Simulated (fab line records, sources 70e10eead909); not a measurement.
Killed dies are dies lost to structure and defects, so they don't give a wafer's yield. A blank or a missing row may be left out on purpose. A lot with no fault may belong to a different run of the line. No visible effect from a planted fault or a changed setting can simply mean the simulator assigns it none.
Matching of chambers / flow nand harc / NHARC_A_SGD_CUT_DEP_00 on pecvd-03: 3 sister chambers
The step deposits SiNx, target thk 50 nm. 3 wafers are shown with their chamber, then 10 later ones without.

WAFERS WITH THEIR CHAMBER
wafer=L088.6; chamber=2; heater power w (W)=657
wafer=L087.1; chamber=0; heater power w (W)=635
wafer=L087.2; chamber=1; heater power w (W)=700

WAFERS MISSING THEIR CHAMBER
wafer=L087.6; heater power w (W)=700
wafer=L089.2; heater power w (W)=805
wafer=L089.5; heater power w (W)=812
wafer=L089.6; heater power w (W)=791
wafer=L092.2; heater power w (W)=753
wafer=L092.4; heater power w (W)=709
wafer=L092.5; heater power w (W)=740
wafer=L095.2; heater power w (W)=794
wafer=L095.3; heater power w (W)=577
wafer=L095.5; heater power w (W)=597

THE CHAMBER EACH PASSED THROUGH
wafer=L087.6; from the rows above=can't be placed: 1 or 2 or 0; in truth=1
wafer=L089.2; from the rows above=can't be placed: 1 or 2 or 0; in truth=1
wafer=L089.5; from the rows above=can't be placed: 1 or 2 or 0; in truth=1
wafer=L089.6; from the rows above=can't be placed: 1 or 2 or 0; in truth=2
wafer=L092.2; from the rows above=can't be placed: 1 or 2 or 0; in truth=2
wafer=L092.4; from the rows above=can't be placed: 1 or 2 or 0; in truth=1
wafer=L092.5; from the rows above=can't be placed: 1 or 2 or 0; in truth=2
wafer=L095.2; from the rows above=can't be placed: 1 or 2 or 0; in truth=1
wafer=L095.3; from the rows above=can't be placed: 0 or 2 or 1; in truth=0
wafer=L095.5; from the rows above=can't be placed: 0 or 2 or 1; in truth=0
Placed correctly: 0 of 10. These rows do not allow placing 10 (true chamber among the candidates in 10). Placed wrongly: 0.
How it was worked out, from the rows above alone: a wafer's distance from a chamber is the root of the sum, over the readings, of the square of ((its reading less the chamber's mean) divided by the reading's scatter). If the next closest chamber is less than 2 further off than the closest, the wafer can't be placed; otherwise it belongs to the closest. A chamber's mean is the mean of its shown wafers. The scatter: with one shown wafer a chamber, the root of the mean of the squares of how far each hidden wafer lies from its nearest shown one.
